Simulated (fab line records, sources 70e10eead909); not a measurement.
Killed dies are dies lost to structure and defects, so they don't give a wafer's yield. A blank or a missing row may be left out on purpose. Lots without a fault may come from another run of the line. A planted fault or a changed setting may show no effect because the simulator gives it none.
fab line records | flow nand_harc
record lots=12 wafers=35 last_day=33
route steps=1302 shown A_STAIRCASE@736 END@1302
lots that met no fault: from a run of the same line without faults
start_h: hours from the record's first day to the start of the lot's first wafer shown | wait_h: hours since the lot's step before | " the same as in the row above | L1.1+2: a row that stands for several wafers | - no value, or no start given | * or withheld: withheld | < > ~ a bound
route shown NAME@n: a module of which the file shows steps, and the number in the route of the first | usual: mean/standard deviation of fault-free wafers | same: alike in all rows | chamber/n: place in a boat | sites: the reading at each site | _std_site: their standard deviation | _edge_site: outer sites' mean less inner sites' | radius_mm: how far each site lies from the wafer's centre | mask NAME#n: copy n | behind: the tool/chamber that last shaped the wafer | hold: why the lot was held/for how many hours/how that ended | device: the transistor (n, p or np) that didn't switch | end of line: the same wafers' tests at the end of the route | a step without rows: its recipe alone | killed: dies lost to structure and defects at the first sort, not the wafer's yield | map: a wafer's dies, x killed, . not, _ none there
set.NAME: the setting as run; set.NAME@STEP: as run at that earlier step | model.NAME: the simulator's own value behind a step, which no gauge read
steps of the route over a sample of lots; a table a step, a row a wafer
services: from which hour (start_h, from the record's first day; less than 0 if before it) a tool's chamber was out of use, for how many hours, and why
## steps
# step NHARC_A_STAIRCASE_TRIM_222
# recipe time_s=211.2 o2_flow_sccm=500 ar_flow_sccm=0 bias_w=0 chemistry=O2
# usual drypump_motor_current_A=5.7/0.33 oes_product_au=1.001/0.01 rf_vpp_V=57.7/0.9 showerhead_plenum_p_Torr=3.48/0.17 throttle_valve_pct=17.035/0.0098
# same bias_w=0
# columns lot.wafer tool chamber start_h wait_h drypump_motor_current_A oes_product_au rf_hours_counter_h rf_vpp_V showerhead_plenum_p_Torr throttle_valve_pct
L328.1 rie_diel-12 2 - - 6.0 1.010 20 58.1 3.65 17.049
L328.5 " 3 " " 5.9 1.002 - 57.7 3.54 17.029
L328.6 " 0 " " 5.6 1.012 - 57.0 3.35 17.017
L329.3 rie_diel-03 0 - - 5.5 1.005 26 57.6 3.42 17.023
L329.4 " 2 " " 6.1 0.994 28 56.5 3.33 17.025
L329.6 " 3 " " 5.3 1.001 - 60.7 3.79 17.036
L333.2 rie_diel-12 2 - - 6.0 0.992 31 58.2 3.64 17.055
L333.3 " 3 " " 5.9 0.987 40 57.0 3.54 17.011
L333.6 " 2 " " 6.0 0.996 - 58.0 3.64 17.011
L334.2 rie_diel-03 2 - - 6.1 1.013 40 57.3 3.32 17.038
L334.1 " 3 " " 5.3 1.010 47 58.6 3.78 17.025
L334.4 " 0 " " 5.5 1.010 42 56.6 3.41 17.039
L335.3 rie_diel-12 2 - - 6.0 1.020 38 58.1 3.64 17.046
L335.5 " 0 " " 5.6 1.010 - 58.0 3.33 17.031
L335.6 " 1 " " 5.5 1.009 - 56.8 3.30 17.043
L340.4 rie_diel-03 2 - - 6.1 1.002 4 57.8 3.31 17.039
L340.6 " 3 " " 5.3 0.998 - 59.3 3.77 17.031
L340.5 " 0 " " 5.5 1.003 - 58.9 3.40 17.036
L342.1 rie_diel-03 1 - - 5.4 0.989 12 58.3 3.61 17.044
L342.3 " 3 " " 5.4 0.993 11 58.5 3.77 17.032
L342.2 " 0 " " 5.5 0.991 12 56.9 3.39 17.041
L344.3 rie_diel-03 1 - - 5.3 0.998 17 57.2 3.61 17.032
L344.6 " 1 " " 5.3 0.990 - 58.5 3.61 17.033
L347.3 rie_diel-03 1 - - 5.3 0.977 29 58.3 3.60 17.036
L347.4 " 2 " " 6.1 1.000 27 58.1 3.30 17.041
L347.5 " 3 " " 5.3 1.002 - 59.2 3.76 17.036
L348.1 rie_diel-03 1 - - 5.3 0.990 34 56.8 3.60 17.023
L348.2 " 3 " " 5.3 0.993 32 58.1 3.75 17.043
L348.5 " 1 " " 5.3 0.979 - 58.7 3.60 17.030
L351.4 rie_diel-12 2 - - 6.0 0.971 40 56.8 3.61 17.023
L351.3 " 0 " " 5.6 1.013 34 57.3 3.31 17.021
L351.5 " 1 " " 5.4 1.002 - 56.8 3.28 17.047
L350.3 rie_diel-12 2 - - 6.0 0.981 43 59.3 3.61 17.039
L350.2 " 3 " " 5.9 0.997 37 57.9 3.51 17.039
L350.5 " 1 " " 5.4 1.006 - 57.6 3.28 17.050
# step NHARC_A_STAIRCASE_ETCH_236
# recipe target_depth_a=1000 time_s=40.5 ion_energy_ev=400 c4f8_flow_sccm=20 o2_flow_sccm=10 ar_flow_sccm=withheld rf_w=600 bias_w=1000 chemistry=C4F8/O2
# usual bias_w=1000/3 oes_product_au=0.943/0.012 rf_fwd_power_W=593.2/2.6 rf_vpp_V=894/6.3 run_length_s=61.9/0.51
# columns lot.wafer tool chamber start_h wait_h bias_w oes_product_au rf_fwd_power_W rf_hours_counter_h rf_vpp_V run_length_s
L328.1 rie_diel-03 2 - - 1004 0.953 594.3 21 888 62.0
L328.5 " 3 " " 1001 0.942 596.8 - 906 62.2
L328.6 " 0 " " 1007 0.948 596.1 - 892 60.8
L329.4 rie_diel-13 3 - - 999 0.950 596.9 13 889 62.3
L329.3 " 0 " " 998 0.948 597.4 14 905 62.0
L329.6 " 3 " " 1002 0.945 597.7 - 890 62.3
L333.2 rie_diel-03 0 - - 999 0.972 596.8 36 892 61.1
L333.3 " 1 " " 1009 0.969 591.5 35 898 62.5
L333.6 " 3 " " 1005 0.941 593.2 - 904 61.5
L334.1 rie_diel-03 1 - - 1002 0.951 590.9 42 898 61.8
L334.4 " 3 " " 1003 0.934 596.3 50 903 62.0
L334.2 " 0 " " 1001 0.958 596.8 45 893 60.7
L335.3 rie_diel-12 3 - - 1002 0.930 591.6 52 897 61.7
L335.6 " 3 " " 998 0.938 592.3 - 897 61.7
L335.5 " 0 " " 1002 0.953 597.2 - 889 62.4
L340.4 rie_diel-03 1 - - 1004 0.934 591.1 5 899 61.8
L340.5 " 3 " " 1005 0.956 593.8 - 905 61.8
L340.6 " 0 " " 1004 0.935 594.3 - 891 60.8
L342.3 rie_diel-12 2 - - 996 0.932 592.4 16 899 63.2
L342.2 " 0 " " 1000 0.942 594.4 16 889 62.2
L342.1 " 1 " " 993 0.938 591.8 16 887 61.6
L344.3 rie_diel-03 0 - - 1001 0.910 595.5 18 891 61.4
L344.6 " 2 " " 997 0.939 594.3 - 887 61.7
L347.3 rie_diel-03 1 - - 1000 0.950 592.3 30 898 62.6
L347.4 " 0 " " 1005 0.951 593.8 27 891 60.7
L347.5 " 2 " " 997 0.943 593.0 - 887 61.8
L348.2 rie_diel-12 2 - - 999 0.922 592.5 39 899 62.7
L348.1 " 3 " " 1004 0.927 592.5 34 895 61.3
L348.5 " 2 " " 1001 0.924 593.6 - 898 62.5
L351.4 rie_diel-12 0 - - 994 0.950 595.7 35 888 62.1
L351.3 " 1 " " 997 0.937 587.2 45 887 62.3
L351.5 " 2 " " 996 0.921 591.9 - 899 62.8
L350.3 rie_diel-03 2 - - 998 0.962 592.3 38 887 62.0
L350.2 " 1 " " 999 0.948 593.4 40 899 62.0
L350.5 " 3 " " 1002 0.939 593.5 - 905 61.6
# step NHARC_A_STAIRCASE_ETCH_253
# recipe target_depth_a=500 time_s=20.2 ion_energy_ev=400 c4f8_flow_sccm=20 o2_flow_sccm=10 ar_flow_sccm=withheld rf_w=600 bias_w=1000 chemistry=C4F8/O2
# usual bias_w=1000.1/3 oes_product_au=0.955/0.018 rf_fwd_power_W=590/3.6 rf_vpp_V=894/6.2 run_length_s=41.5/0.52
# columns lot.wafer tool chamber start_h wait_h bias_w oes_product_au rf_fwd_power_W rf_hours_counter_h rf_vpp_V run_length_s
L328.1 rie_diel-12 3 359.20 0.1 999.2 0.951 586 30 897 41.0
L328.5 " 3 " " 996.7 0.942 587 - 897 41.2
L328.6 " 0 " " 1005.0 0.977 593 - 890 41.8
L329.4 rie_diel-03 3 375.74 0.1 996.5 0.956 595 32 904 41.0
L329.3 " 1 " " 1001.9 0.989 592 28 900 41.7
L329.6 " 3 " " 991.1 0.973 594 - 904 41.2
L333.3 rie_diel-12 3 403.69 0.1 1004.2 0.924 584 40 896 41.8
L333.2 " 0 " " 1002.1 0.931 594 44 890 41.6
L333.6 " 3 " " 1005.5 0.919 585 - 898 41.2
L334.1 rie_diel-03 1 426.87 0.1 1001.2 0.971 588 43 899 42.1
L334.2 " 2 " " 996.6 0.970 590 43 888 41.5
L334.4 " 0 " " 999.7 0.981 592 46 893 40.9
L335.3 rie_diel-12 3 434.10 0.1 999.1 0.941 589 52 896 40.9
L335.6 " 2 " " 1003.2 0.951 588 - 899 42.0
L335.5 " 3 " " 1000.4 0.943 586 - 896 41.5
L340.4 rie_diel-12 2 489.41 0.1 998.1 0.954 589 9 900 42.3
L340.6 " 2 " " 997.2 0.954 589 - 900 41.9
L340.5 " 3 " " 997.7 0.940 585 - 896 41.0
L342.3 rie_diel-03 0 515.45 0.1 - 0.955 - 13 889 29.1
L342.1 " 2 " " 1000.0 0.961 589 13 887 41.5
L342.2 " 3 " " - 0.959 - 13 907 29.8
L344.3 rie_diel-03 0 529.00 0.2 - 0.947 - 19 893 29.4
L344.6 " 0 " " 997.5 0.953 593 - 890 40.6
L347.4 rie_diel-03 2 561.93 0.1 995.3 0.968 590 28 888 41.4
L347.3 " 0 " " - 0.948 - 27 891 29.3
L347.5 " 2 " " 994.6 0.976 591 - 888 41.7
L348.1 rie_diel-13 3 581.45 0.1 999.3 0.964 594 10 889 42.1
L348.2 " 0 " " 1002.4 0.932 593 11 905 41.6
L348.5 " 3 " " 997.7 0.961 595 - 888 42.7
L351.3 rie_diel-12 3 588.86 0.1 997.2 0.950 584 37 895 40.9
L351.4 " 0 " " 1001.0 0.983 592 36 888 41.9
L351.5 " 2 " " 1002.7 0.943 589 - 899 42.5
L350.2 rie_diel-13 3 595.79 0.1 1000.4 0.957 593 16 889 42.1
L350.3 " 2 " " 1002.5 0.962 589 23 892 41.2
L350.5 " 1 " " 996.9 0.959 590 - 888 41.8
# step NHARC_A_STAIRCASE_STRIP_254
# recipe power_w=1500 temp_c=250 chemistry=O2
# usual drypump_motor_current_A=5.8/0.43 heater_power_w=345/60
# columns lot.wafer tool chamber start_h wait_h drypump_motor_current_A heater_power_w rf_hours_counter_h
L328.1 plasma_asher-02 1 359.29 - 5.4 333 16
L328.5 " 1 " " 5.4 326 -
L328.6 " 0 " " 5.4 262 -
L329.3 plasma_asher-02 1 375.92 - 5.4 326 -
L329.4 " 0 " " 5.4 267 -
L329.6 " 0 " " 5.4 267 -
L333.2 plasma_asher-01 0 403.82 - 6.4 360 11
L333.3 " 0 " " 6.5 358 -
L333.6 " 0 " " 6.4 357 -
L334.1 plasma_asher-01 0 426.96 - 6.4 359 16
L334.2 " 1 " " 5.9 424 16
L334.4 " 1 " " 5.9 429 -
L335.3 plasma_asher-02 1 434.28 - 5.4 317 -
L335.6 " 1 " " 5.3 330 -
L335.5 " 0 " " 5.5 263 -
L340.4 plasma_asher-01 1 489.64 - 5.9 424 -
L340.5 " 0 " " 6.4 358 -
L340.6 " 1 " " 5.9 435 -
L342.1 plasma_asher-02 1 515.53 - 5.4 306 9
L342.2 " 0 " " 5.4 266 9
L342.3 " 1 " " 5.4 311 -
L344.3 plasma_asher-02 0 529.18 - 5.4 259 -
L344.6 " 1 " " 5.4 304 -
L347.4 plasma_asher-02 1 562.12 - 5.4 308 -
L347.3 " 0 " " 5.4 261 -
L347.5 " 0 " " 5.4 262 -
L348.2 plasma_asher-02 1 581.54 - 5.4 301 24
L348.1 " 0 " " 5.4 266 24
L348.5 " 1 " " 5.4 307 -
L351.3 plasma_asher-02 0 589.04 - 5.4 261 -
L351.4 " 1 " " 5.4 308 -
L351.5 " 0 " " 5.4 263 -
L350.2 plasma_asher-01 0 595.93 - 6.4 351 12
L350.3 " 1 " " 5.9 421 -
L350.5 " 0 " " 6.4 345 -
# step NHARC_END_SORT_01
# recipe temp_c=25
# usual killed_at_array=52/18 killed_at_other=1.2/1.5 killed_at_periphery=4/3.2 killed_dies=57/17 killed_open=3.1/1.9 killed_short=2.5/1.7
# same gross_dies=677
# columns lot.wafer tool chamber start_h wait_h killed_at_array killed_at_other killed_at_periphery killed_dies killed_open killed_short
L342.1 prober-01 0 703.13 2.5 85 0 3 88 6 2
L342.2 prober-01 0 703.92 2.8 676 0 1 677 3 1
L342.3 prober-01 0 704.71 3.1 675 1 1 677 0 4
L344.3 prober-02 0 728.70 3.1 675 0 2 677 5 6
L344.6 prober-02 0 731.09 4.0 41 4 1 46 6 3
L347.3 prober-01 0 755.81 3.1 671 2 4 677 1 3
L347.4 prober-01 0 756.60 3.4 72 1 7 80 4 3
L347.5 prober-01 0 757.39 3.7 83 4 6 93 4 4
# killed by level:class
L342.1 A_SLIT:chamber_film_flake=36 A_CHANNEL_HOLE_D1:chamber_film_flake=33 A_WL_FILL:chamber_film_flake=4 A_CHANNEL_FILL_D2:chamber_film_flake=3 A_ONON_D2:geometric_particle:open=2 P_GATE:geometric_particle:open=1 P_M0:geometric_particle:open=1 A_CHANNEL_FILL_D1:geometric_particle:short=1
L342.2 A_STAIRCASE:area_etch=615 A_SLIT:chamber_film_flake=32 A_CHANNEL_HOLE_D1:chamber_film_flake=20 A_WL_FILL:chamber_film_flake=3 A_ONON_D1:geometric_particle:open=2 A_CONTACT:chamber_film_flake=2 P_M0:geometric_particle:open=1 A_SGD_CUT:geometric_particle:short=1
L342.3 A_STAIRCASE:area_etch=603 A_SLIT:chamber_film_flake=36 A_CHANNEL_HOLE_D1:chamber_film_flake=27 A_WL_FILL:chamber_film_flake=3 P_CONTACT:geometric_particle:short=1 A_CHANNEL_FILL_D1:geometric_particle:short=1 A_ONON_D2:geometric_particle:short=1 A_CHANNEL_HOLE_D2:geometric_particle:short=1
L344.3 A_STAIRCASE:area_etch=602 A_SLIT:chamber_film_flake=40 A_CHANNEL_HOLE_D1:chamber_film_flake=18 A_WL_FILL:geometric_particle:open=3 A_ONON_D1:geometric_particle:short=2 A_STAIRCASE:chamber_film_flake=2 P_GATE:geometric_particle:short=1 A_ONON_D1:geometric_particle:open=1
L344.6 A_SLIT:chamber_film_flake=24 A_CHANNEL_HOLE_D1:chamber_film_flake=5 THIN_TSV:chamber_film_flake=4 A_WL_FILL:geometric_particle:open=3 A_CONTACT:chamber_film_flake=2 P_GATE:geometric_particle:open=1 A_ONON_D1:geometric_particle:open=1 A_DECK1_JOINT:geometric_particle:short=1
L347.3 A_STAIRCASE:area_etch=591 A_SLIT:chamber_film_flake=38 A_CHANNEL_HOLE_D2:chamber_film_flake=15 A_CHANNEL_HOLE_D1:chamber_film_flake=13 A_ZERO_WELL:chamber_film_flake=5 P_M1:chamber_film_flake=4 A_STAIRCASE:chamber_film_flake=3 THIN_TSV:chamber_film_flake=2
L347.4 A_SLIT:chamber_film_flake=27 A_CHANNEL_HOLE_D2:chamber_film_flake=17 A_CHANNEL_HOLE_D1:chamber_film_flake=10 A_CONTACT:chamber_film_flake=6 P_M1:chamber_film_flake=4 A_WL_FILL:chamber_film_flake=3 P_GATE:chamber_film_flake=2 A_STAIRCASE:chamber_film_flake=2
L347.5 A_SLIT:chamber_film_flake=38 A_CHANNEL_HOLE_D2:chamber_film_flake=23 P_M1:chamber_film_flake=5 A_CHANNEL_HOLE_D1:chamber_film_flake=4 THIN_TSV:chamber_film_flake=4 A_ZERO_WELL:chamber_film_flake=3 A_CHANNEL_FILL_D2:chamber_film_flake=2 A_STAIRCASE:chamber_film_flake=2
## services
# columns tool chamber start_h hours kind
rie_diel-03 0 342.00 - clean
rie_diel-03 1 342.00 - clean
rie_diel-03 2 342.00 - clean
rie_diel-03 3 342.00 - clean
rie_diel-13 - 342.11 9.0 pm
plasma_asher-01 - 342.88 9.0 pm
rie_diel-03 0 359.61 6.1 repair
rie_diel-03 0 366.77 - clean
rie_diel-03 1 366.77 - clean
rie_diel-03 2 366.77 - clean
rie_diel-12 2 406.71 10.1 repair
rie_diel-03 2 421.02 1.3 repair
rie_diel-13 3 422.60 3.9 repair
rie_diel-12 - 445.56 9.0 pm
rie_diel-03 - 461.01 9.0 pm
plasma_asher-02 - 461.71 9.0 pm
plasma_asher-01 - 519.89 9.0 pm
rie_diel-13 - 521.62 9.0 pm
rie_diel-12 0 526.03 5.7 repair
rie_diel-03 - 533.13 0.7 repair
plasma_asher-02 - 536.47 2.6 repair
rie_diel-12 0 536.48 5.4 repair
rie_diel-03 2 543.29 7.7 repair
rie_diel-12 - 590.55 0.9 repair
## key
first_sign step=NHARC_A_STAIRCASE_ETCH_253 reading=run_length_s direction=down sigmas=23 usual=* struck=*
effect step=NHARC_END_SORT_01 reading=killed_dies direction=up sigmas=36 usual=57 struck=677
more_kills_born_at NHARC_A_STAIRCASE_ETCH_253@rie_diel-03=2411
met_at NHARC_A_STAIRCASE_ETCH_253
struck_lots L342,L344,L347
struck_wafers L342.2,L342.3,L344.3,L347.3
later_rows_left_out L342.2,L342.3,L344.3,L347.3
tester_left_out L342,L344,L347
not_acting_at NHARC_A_STAIRCASE_TRIM_222,NHARC_A_STAIRCASE_ETCH_236,NHARC_A_STAIRCASE_STRIP_254
onset_between 426.87 515.45
fault kind=process_parameter_drift tool=rie_diel-03 chamber=- onset_h=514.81 steps=NHARC_A_STAIRCASE_ETCH_253 channel=time_s offset=* shape=step end_h=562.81 scope=struck_wafers_only acts_in=* stated=*
# tester_left_out: of these lots the tester's yield and bins aren't shown, on N5 and GAA mostly nor the transistor test; their killed dies are dies lost to structure and defects alone, not to doping, threshold or leakage, so they don't give the yield
# later_rows_left_out: the simulator's readings of these wafers behind a module that went badly wrong aren't trusted and aren't shown, but for the sort
